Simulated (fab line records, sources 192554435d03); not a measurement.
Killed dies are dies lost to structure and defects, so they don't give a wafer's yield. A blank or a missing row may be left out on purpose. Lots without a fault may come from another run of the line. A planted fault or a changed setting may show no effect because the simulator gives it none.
Which tool did it? | flow n5_finfet | 23 lots, 69 wafers sampled, at 6 steps of a route of 1938

WHAT THE GAUGES READ, wafer by wafer
The record holds no reading of a measuring or inspecting step that can be judged against a usual standard deviation.

WHICH TOOL RAN EACH LOT (tool, then ch and the chambers of the sampled wafers, then the start)
lot  | N5_BEOL_M10_DESCUM_16              | N5_BEOL_M10_ETCH_62                | N5_BEOL_M10_STRIP_67               | N5_BEOL_M10_TRENCH_ETCH_37                    | N5_BEOL_M10_DEGAS_44         | N5_BEOL_M10_SPUTTER_48
L075 | rie_diel-05 ch 0,1,2, day 9 09:35  | rie_diel-05 ch 0,1,2, day 9 09:40  | rie_diel-05 ch 0,1,2, day 9 09:49  | rie_diel-03 ch 0,2,3, day 9 12:22 or earlier  | pvd_sputter-02, day 9 12:22  | pvd_sputter-01, day 9 12:58
L074 | rie_diel-03 ch 0,3, day 10 06:43   | rie_diel-03 ch 0,3, day 10 06:47   | rie_diel-03 ch 0,3, day 10 06:56   | rie_diel-05 ch 1,2,3, day 10 10:55 or earlier | pvd_sputter-02, day 10 10:55 | pvd_sputter-01, day 10 11:30
L076 | rie_diel-03 ch 1,2,3, day 10 11:23 | rie_diel-03 ch 1,2,3, day 10 11:28 | rie_diel-03 ch 1,2,3, day 10 11:37 | rie_diel-05 ch 0,2,3, day 10 15:07 or earlier | pvd_sputter-02, day 10 15:07 | pvd_sputter-02, day 10 16:02
L078 | rie_diel-04 ch 0,3, day 10 21:52   | rie_diel-04 ch 0,3, day 10 21:57   | rie_diel-04 ch 0,3, day 10 22:05   | rie_diel-03 ch 0,1,3, day 11 01:12 or earlier | pvd_sputter-03, day 11 01:12 | pvd_sputter-02, day 11 01:49
L077 | rie_diel-03 ch 0,1,2, day 10 22:13 | rie_diel-03 ch 0,1,2, day 10 22:17 | rie_diel-03 ch 0,1,2, day 10 22:26 | rie_diel-05 ch 0,2,3, day 11 01:17 or earlier | pvd_sputter-03, day 11 01:17 | pvd_sputter-02, day 11 01:53
L080 | rie_diel-04 ch 0,1, day 11 14:25   | rie_diel-04 ch 0,1, day 11 14:30   | rie_diel-04 ch 0,1, day 11 14:39   | rie_diel-03 ch 1,2, day 11 20:21 or earlier   | pvd_sputter-02, day 11 20:21 | pvd_sputter-02, day 11 22:21
L081 | rie_diel-05 ch 1,2,3, day 11 15:10 | rie_diel-05 ch 1,2,3, day 11 15:16 | rie_diel-05 ch 1,2,3, day 11 15:24 | rie_diel-03 ch 1,2,3, day 11 20:14 or earlier | pvd_sputter-01, day 11 20:14 | pvd_sputter-02, day 11 22:16
L083 | rie_diel-05 ch 2,3, day 11 20:07   | rie_diel-05 ch 2,3, day 11 20:12   | rie_diel-05 ch 2,3, day 11 20:20   | rie_diel-05 ch 2,3, day 12 03:16 or earlier   | pvd_sputter-01, day 12 03:16 | pvd_sputter-02, day 12 04:07
L082 | rie_diel-04 ch 1,2, day 12 00:16   | rie_diel-04 ch 1,2, day 12 00:21   | rie_diel-04 ch 1,2, day 12 00:30   | rie_diel-04 ch 0,1,2, day 12 04:16 or earlier | pvd_sputter-02, day 12 04:16 | pvd_sputter-03, day 12 04:58
L084 | rie_diel-04 ch 0,1,2, day 12 04:05 | rie_diel-04 ch 0,1,2, day 12 04:11 | rie_diel-04 ch 0,1,2, day 12 04:20 | rie_diel-03 ch 0,2,3, day 12 06:05 or earlier | pvd_sputter-03, day 12 06:05 | pvd_sputter-02, day 12 06:38
L086 | rie_diel-04 ch 0,3, day 13 01:28   | rie_diel-04 ch 0,3, day 13 01:33   | rie_diel-04 ch 0,3, day 13 01:41   | rie_diel-05 ch 1,3, day 13 04:28 or earlier   | pvd_sputter-03, day 13 04:28 | pvd_sputter-02, day 13 05:18
L085 | rie_diel-05 ch 0,1,3, day 13 02:06 | rie_diel-05 ch 0,1,3, day 13 02:11 | rie_diel-05 ch 0,1,3, day 13 02:20 | rie_diel-04 ch 0,2,3, day 13 05:40 or earlier | pvd_sputter-01, day 13 05:40 | pvd_sputter-02, day 13 06:22
L087 | rie_diel-04 ch 0,2, day 13 05:08   | rie_diel-04 ch 0,2, day 13 05:13   | rie_diel-04 ch 0,2, day 13 05:22   | rie_diel-03 ch 0,1, day 13 10:58 or earlier   | pvd_sputter-02, day 13 10:58 | pvd_sputter-01, day 13 11:43
L088 | rie_diel-03 ch 0,1, day 13 10:52   | rie_diel-03 ch 0,1, day 13 10:57   | rie_diel-03 ch 0,1, day 13 11:06   | rie_diel-03 ch 0,1, day 13 13:29 or earlier   | pvd_sputter-03, day 13 13:29 | pvd_sputter-03, day 13 14:06
L090 | rie_diel-03 ch 0,1, day 13 17:27   | rie_diel-03 ch 0,1, day 13 17:32   | rie_diel-03 ch 0,1, day 13 17:41   | rie_diel-03 ch 0,1,2, day 13 20:08 or earlier | pvd_sputter-01, day 13 20:08 | pvd_sputter-02, day 13 20:44
L089 | rie_diel-04 ch 2,3, day 14 00:53   | rie_diel-04 ch 2,3, day 14 00:58   | rie_diel-04 ch 2,3, day 14 01:07   | rie_diel-03 ch 0,1, day 14 04:25 or earlier   | pvd_sputter-02, day 14 04:25 | pvd_sputter-02, day 14 05:07
L091 | rie_diel-05 ch 0,1,2, day 14 05:04 | rie_diel-05 ch 0,1,2, day 14 05:10 | rie_diel-05 ch 0,1,2, day 14 05:18 | rie_diel-04 ch 0,1,2, day 14 07:34 or earlier | pvd_sputter-01, day 14 07:34 | pvd_sputter-01, day 14 08:07
L092 | rie_diel-03 ch 0,1,2, day 14 15:17 | rie_diel-03 ch 0,1,2, day 14 15:23 | rie_diel-03 ch 0,1,2, day 14 15:31 | rie_diel-04 ch 1,2,3, day 14 17:22 or earlier | pvd_sputter-01, day 14 17:22 | pvd_sputter-01, day 14 19:29
L094 | rie_diel-04 ch 1,2,3, day 14 20:12 | rie_diel-04 ch 1,2,3, day 14 20:17 | rie_diel-04 ch 1,2,3, day 14 20:26 | rie_diel-05 ch 0,1,2, day 14 23:43 or earlier | pvd_sputter-03, day 14 23:43 | pvd_sputter-01, day 15 00:34
L093 | rie_diel-03 ch 0,1,3, day 14 20:22 | rie_diel-03 ch 0,1,3, day 14 20:26 | rie_diel-03 ch 0,1,3, day 14 20:35 | rie_diel-05 ch 1,2, day 14 23:11 or earlier   | pvd_sputter-03, day 14 23:11 | pvd_sputter-03, day 14 23:55
L095 | rie_diel-03 ch 0,2,3, day 15 05:06 | rie_diel-03 ch 0,2,3, day 15 05:11 | rie_diel-03 ch 0,2,3, day 15 05:20 | rie_diel-04 ch 0,1,3, day 15 07:14 or earlier | pvd_sputter-02, day 15 07:14 | pvd_sputter-02, day 15 09:14
L096 | rie_diel-05 ch 1,2, day 15 05:56   | rie_diel-05 ch 1,2, day 15 06:01   | rie_diel-05 ch 1,2, day 15 06:10   | rie_diel-05 ch 0,1,3, day 15 09:22 or earlier | pvd_sputter-03, day 15 09:22 | pvd_sputter-03, day 15 10:04
L097 | rie_diel-05 ch 0,1,3, day 15 08:04 | rie_diel-05 ch 0,1,3, day 15 08:10 | rie_diel-05 ch 0,1,3, day 15 08:18 | rie_diel-05 ch 0,2,3, day 15 11:20 or earlier | pvd_sputter-02, day 15 11:20 | pvd_sputter-02, day 15 13:28
- N5_BEOL_M10_DESCUM_16: chemistry O2, time 7.9 s.
- N5_BEOL_M10_ETCH_62: etches SOC in N2/H2, target depth 110 nm, overetch 22 nm, time 165 s.
- N5_BEOL_M10_STRIP_67: strips in CF4.
- N5_BEOL_M10_TRENCH_ETCH_37: etches SiCOH lowk in C4F6/O2, target depth 148.83 nm, time 48 s.
- N5_BEOL_M10_DEGAS_44: time 60 s.
- N5_BEOL_M10_SPUTTER_48: material Cu, target thk 12 nm, time 2 s.

WHAT THE TOOLS THEMSELVES READ (means of the sampled wafers that have a number; where no wafer has one, the mark that the record gives instead)
N5_BEOL_M10_DESCUM_16.
lot  | tool        | drypump_motor_current_A (A) | oes_product_au (a.u.) | rf_vpp_V (V) | showerhead_plenum_p_Torr (Torr) | throttle_valve_pct (%)
L075 | rie_diel-05 | 5.5                         | 0.83                  | 242.3        | 2.06                            | 20.08
L074 | rie_diel-03 | 6.1                         | 0.73                  | 242.7        | 2.05                            | 20.49
L076 | rie_diel-03 | 6.0                         | 0.75                  | 241.8        | 2.06                            | 20.46
L078 | rie_diel-04 | 5.9                         | 0.76                  | 244.3        | 2.11                            | 20.73
L077 | rie_diel-03 | 5.9                         | 0.79                  | 241.8        | 2.05                            | 20.41
L080 | rie_diel-04 | 5.9                         | 0.88                  | 243.4        | 2.10                            | 20.56
L081 | rie_diel-05 | 5.5                         | 0.77                  | 242.5        | 2.07                            | 20.36
L083 | rie_diel-05 | 5.3                         | 0.73                  | 242.0        | 2.06                            | 20.29
L082 | rie_diel-04 | 6.2                         | 0.87                  | 244.6        | 2.23                            | 20.48
L084 | rie_diel-04 | 6.0                         | 0.88                  | 244.0        | 2.17                            | 20.44
L086 | rie_diel-04 | 5.8                         | 0.94                  | 242.8        | 2.10                            | 20.45
L085 | rie_diel-05 | 5.6                         | 0.77                  | 243.5        | 2.09                            | 20.27
L087 | rie_diel-04 | 5.8                         | 0.89                  | 242.8        | 2.10                            | 20.41
L088 | rie_diel-03 | 5.6                         | 0.86                  | 242.2        | 2.04                            | 20.37
L090 | rie_diel-03 | 5.3                         | 0.89                  | 243.3        | 2.05                            | 20.34
L089 | rie_diel-04 | 5.9                         | 0.93                  | 244.4        | 2.18                            | 20.31
L091 | rie_diel-05 | 5.5                         | 0.78                  | 243.0        | 2.05                            | 20.14
L092 | rie_diel-03 | 5.8                         | 0.83                  | 241.1        | 2.04                            | 20.36
L094 | rie_diel-04 | 6.1                         | 0.87                  | 244.3        | 2.20                            | 20.45
L093 | rie_diel-03 | 5.7                         | 0.89                  | 242.6        | 2.05                            | 20.33
L095 | rie_diel-03 | 6.2                         | 0.84                  | 241.6        | 2.03                            | 20.32
L096 | rie_diel-05 | 5.4                         | 0.76                  | 241.3        | 2.02                            | 20.27
L097 | rie_diel-05 | 5.6                         | 0.75                  | 243.9        | 2.09                            | 20.30

N5_BEOL_M10_ETCH_62.
lot  | tool        | drypump_motor_current_A (A) | oes_product_au (a.u.) | rf_vpp_V (V) | showerhead_plenum_p_Torr (Torr) | throttle_valve_pct (%)
L075 | rie_diel-05 | 5.5                         | 0.71                  | 523.4        | 2.50                            | 17.46
L074 | rie_diel-03 | 6.1                         | 0.62                  | 523.2        | 2.49                            | 17.95
L076 | rie_diel-03 | 6.0                         | 0.62                  | 523.2        | 2.49                            | 17.81
L078 | rie_diel-04 | 5.9                         | 0.64                  | 524.3        | 2.56                            | 18.10
L077 | rie_diel-03 | 5.9                         | 0.66                  | 521.5        | 2.48                            | 17.79
L080 | rie_diel-04 | 5.9                         | 0.74                  | 523.7        | 2.55                            | 17.91
L081 | rie_diel-05 | 5.5                         | 0.66                  | 522.7        | 2.51                            | 17.69
L083 | rie_diel-05 | 5.3                         | 0.63                  | 521.2        | 2.50                            | 17.64
L082 | rie_diel-04 | 6.2                         | 0.73                  | 527.5        | 2.70                            | 17.80
L084 | rie_diel-04 | 6.0                         | 0.75                  | 525.8        | 2.62                            | 17.73
L086 | rie_diel-04 | 5.9                         | 0.79                  | 523.9        | 2.55                            | 17.80
L085 | rie_diel-05 | 5.6                         | 0.66                  | 524.2        | 2.55                            | 17.66
L087 | rie_diel-04 | 5.8                         | 0.75                  | 523.6        | 2.54                            | 17.69
L088 | rie_diel-03 | 5.6                         | 0.72                  | 522.5        | 2.47                            | 17.76
L090 | rie_diel-03 | 5.3                         | 0.76                  | 522.2        | 2.48                            | 17.57
L089 | rie_diel-04 | 5.9                         | 0.78                  | 526.5        | 2.63                            | 17.63
L091 | rie_diel-05 | 5.5                         | 0.68                  | 522.5        | 2.49                            | 17.53
L092 | rie_diel-03 | 5.8                         | 0.70                  | 521.9        | 2.47                            | 17.71
L094 | rie_diel-04 | 6.1                         | 0.74                  | 527.4        | 2.66                            | 17.74
L093 | rie_diel-03 | 5.7                         | 0.75                  | 522.2        | 2.48                            | 17.65
L095 | rie_diel-03 | 6.2                         | 0.71                  | 522.3        | 2.47                            | 17.76
L096 | rie_diel-05 | 5.4                         | 0.66                  | 521.3        | 2.44                            | 17.61
L097 | rie_diel-05 | 5.6                         | 0.65                  | 524.4        | 2.54                            | 17.70

N5_BEOL_M10_STRIP_67.
lot  | tool        | cf4_flow_sccm (sccm) | drypump_motor_current_A (A) | oes_product_au (a.u.) | rf_vpp_V (V) | showerhead_plenum_p_Torr (Torr) | throttle_valve_pct (%)
L075 | rie_diel-05 | 150.1                | 5.5                         | 0.84                  | 270.4        | 1.77                            | 13.29
L074 | rie_diel-03 | 149.7                | 6.1                         | 0.74                  | 270.8        | 1.76                            | 13.69
L076 | rie_diel-03 | 149.9                | 6.0                         | 0.74                  | 270.8        | 1.76                            | 13.63
L078 | rie_diel-04 | 150.0                | 5.8                         | 0.76                  | 271.0        | 1.81                            | 13.85
L077 | rie_diel-03 | 150.3                | 5.8                         | 0.78                  | 270.6        | 1.75                            | 13.52
L080 | rie_diel-04 | 149.8                | 5.9                         | 0.88                  | 271.2        | 1.81                            | 13.63
L081 | rie_diel-05 | 150.2                | 5.5                         | 0.78                  | 270.2        | 1.78                            | 13.61
L083 | rie_diel-05 | 149.7                | 5.3                         | 0.75                  | 269.6        | 1.78                            | 13.55
L082 | rie_diel-04 | 149.9                | 6.2                         | 0.87                  | 273.3        | 1.89                            | 13.47
L084 | rie_diel-04 | 150.2                | 6.0                         | 0.88                  | 271.8        | 1.85                            | 13.47
L086 | rie_diel-04 | 149.7                | 5.8                         | 0.93                  | 271.3        | 1.81                            | 13.49
L085 | rie_diel-05 | 149.9                | 5.6                         | 0.79                  | 271.1        | 1.80                            | 13.55
L087 | rie_diel-04 | 150.0                | 5.7                         | 0.88                  | 271.6        | 1.80                            | 13.47
L088 | rie_diel-03 | 150.3                | 5.6                         | 0.85                  | 269.1        | 1.74                            | 13.39
L090 | rie_diel-03 | 150.0                | 5.3                         | 0.89                  | 269.5        | 1.75                            | 13.30
L089 | rie_diel-04 | 150.0                | 5.9                         | 0.92                  | 272.4        | 1.85                            | 13.33
L091 | rie_diel-05 | 150.0                | 5.5                         | 0.80                  | 270.8        | 1.76                            | 13.37
L092 | rie_diel-03 | 149.9                | 5.9                         | 0.82                  | 270.8        | 1.74                            | 13.41
L094 | rie_diel-04 | 149.9                | 6.1                         | 0.87                  | 272.5        | 1.86                            | 13.44
L093 | rie_diel-03 | 150.1                | 5.7                         | 0.89                  | 271.2        | 1.75                            | 13.35
L095 | rie_diel-03 | 150.4                | 6.2                         | 0.84                  | 270.7        | 1.74                            | 13.42
L096 | rie_diel-05 | 150.1                | 5.4                         | 0.77                  | 270.2        | 1.74                            | 13.48
L097 | rie_diel-05 | 150.2                | 5.6                         | 0.77                  | 271.2        | 1.80                            | 13.58

N5_BEOL_M10_TRENCH_ETCH_37.
lot  | tool        | drypump_motor_current_A (A) | oes_product_au (a.u.) | rf_vpp_V (V) | showerhead_plenum_p_Torr (Torr) | throttle_valve_pct (%)
L075 | rie_diel-03 | 6.2                         | 0.80                  | 658          | 2.80                            | 20.95
L074 | rie_diel-05 | 5.5                         | 0.77                  | 668          | 2.81                            | 20.81
L076 | rie_diel-05 | 5.5                         | 0.77                  | 677          | 2.85                            | 20.72
L078 | rie_diel-03 | 5.7                         | 0.74                  | 656          | 2.80                            | 21.02
L077 | rie_diel-05 | 5.4                         | 0.76                  | 677          | 2.85                            | 20.72
L080 | rie_diel-03 | 6.1                         | 0.77                  | 678          | 2.79                            | 20.89
L081 | rie_diel-03 | 6.0                         | 0.73                  | 662          | 2.80                            | 20.97
L083 | rie_diel-05 | 5.3                         | 0.73                  | 668          | 2.79                            | 20.73
L082 | rie_diel-04 | 6.0                         | 0.88                  | 675          | 2.93                            | 20.88
L084 | rie_diel-03 | 6.2                         | 0.78                  | 658          | 2.79                            | 20.98
L086 | rie_diel-05 | 5.7                         | 0.74                  | 676          | 2.85                            | 20.97
L085 | rie_diel-04 | 5.8                         | 0.91                  | 670          | 2.91                            | 20.86
L087 | rie_diel-03 | 5.6                         | 0.86                  | 667          | 2.79                            | 20.93
L088 | rie_diel-03 | 5.5                         | 0.85                  | 667          | 2.79                            | 20.93
L090 | rie_diel-03 | 5.9                         | 0.85                  | 673          | 2.78                            | 20.87
L089 | rie_diel-03 | 5.3                         | 0.89                  | 669          | 2.79                            | 20.83
L091 | rie_diel-04 | 6.0                         | 0.85                  | 676          | 2.92                            | 20.92
L092 | rie_diel-04 | 6.1                         | 0.87                  | 669          | 2.97                            | 20.87
L094 | rie_diel-05 | 5.5                         | 0.78                  | 666          | 2.80                            | 20.75
L093 | rie_diel-05 | 5.6                         | 0.78                  | 655          | 2.76                            | 20.85
L095 | rie_diel-04 | 6.0                         | 0.86                  | 672          | 2.88                            | 21.04
L096 | rie_diel-05 | 5.6                         | 0.76                  | 674          | 2.85                            | 20.87
L097 | rie_diel-05 | 5.4                         | 0.73                  | 676          | 2.83                            | 20.77

N5_BEOL_M10_DEGAS_44.
lot  | tool           | heater_power_w (W)
L075 | pvd_sputter-02 | 321
L074 | pvd_sputter-02 | 321
L076 | pvd_sputter-02 | 298
L078 | pvd_sputter-03 | 343
L077 | pvd_sputter-03 | 332
L080 | pvd_sputter-02 | 311
L081 | pvd_sputter-01 | 333
L083 | pvd_sputter-01 | 340
L082 | pvd_sputter-02 | 306
L084 | pvd_sputter-03 | 339
L086 | pvd_sputter-03 | 325
L085 | pvd_sputter-01 | 321
L087 | pvd_sputter-02 | 319
L088 | pvd_sputter-03 | 343
L090 | pvd_sputter-01 | 313
L089 | pvd_sputter-02 | 308
L091 | pvd_sputter-01 | 332
L092 | pvd_sputter-01 | 313
L094 | pvd_sputter-03 | 330
L093 | pvd_sputter-03 | 347
L095 | pvd_sputter-02 | 317
L096 | pvd_sputter-03 | 346
L097 | pvd_sputter-02 | 300

N5_BEOL_M10_SPUTTER_48.
lot  | tool           | cathode_dc_power_W (W) | throttle_valve_pct (%)
L075 | pvd_sputter-01 | 26000                  | 28.7
L074 | pvd_sputter-01 | 25997                  | 30.7
L076 | pvd_sputter-02 | 25999                  | 29.5
L078 | pvd_sputter-02 | 25997                  | 30.1
L077 | pvd_sputter-02 | 26002                  | 30.1
L080 | pvd_sputter-02 | 26000                  | 29.4
L081 | pvd_sputter-02 | 25999                  | 30.1
L083 | pvd_sputter-02 | 25998                  | 30.3
L082 | pvd_sputter-03 | 25999                  | 30.4
L084 | pvd_sputter-02 | 26002                  | 29.4
L086 | pvd_sputter-02 | 26000                  | 30.1
L085 | pvd_sputter-02 | 26002                  | 29.4
L087 | pvd_sputter-01 | 26001                  | 29.4
L088 | pvd_sputter-03 | 25997                  | 30.3
L090 | pvd_sputter-02 | 26001                  | 30.1
L089 | pvd_sputter-02 | 25997                  | 30.1
L091 | pvd_sputter-01 | 25999                  | 30.5
L092 | pvd_sputter-01 | 26000                  | 30.2
L094 | pvd_sputter-01 | 25996                  | 29.9
L093 | pvd_sputter-03 | 26002                  | 29.9
L095 | pvd_sputter-02 | 26004                  | 30.1
L096 | pvd_sputter-03 | 25997                  | 30.5
L097 | pvd_sputter-02 | 25998                  | 30.2

THE ANSWER, worked out from the rows above alone
Rule: what is usual is taken from the lots themselves. Put in order of their means at a reading, lots are off if they are a third of the lots or fewer, leave a main group of 4 or more, and stand apart from it by a gap of 3 or more times the standard deviation of the main group's means; of several such gaps the widest counts. A main group whose means are all the same, to the digits that the tables above print for the reading, isn't used. A lot without any number at a reading at which 4 lots or more have one is off too. The other lots that the step has rows for count as sound. The gauges are gone through in route order, then the tools' own readings, and for those a lot's mean is taken as printed above. The first step at which some lot is off is used, and at that step the reading that is off furthest; a lot without a number counts as furthest.
No lot is off at any reading shown: from this, nothing can be told.

WHAT THE SIMULATOR HAD PUT IN
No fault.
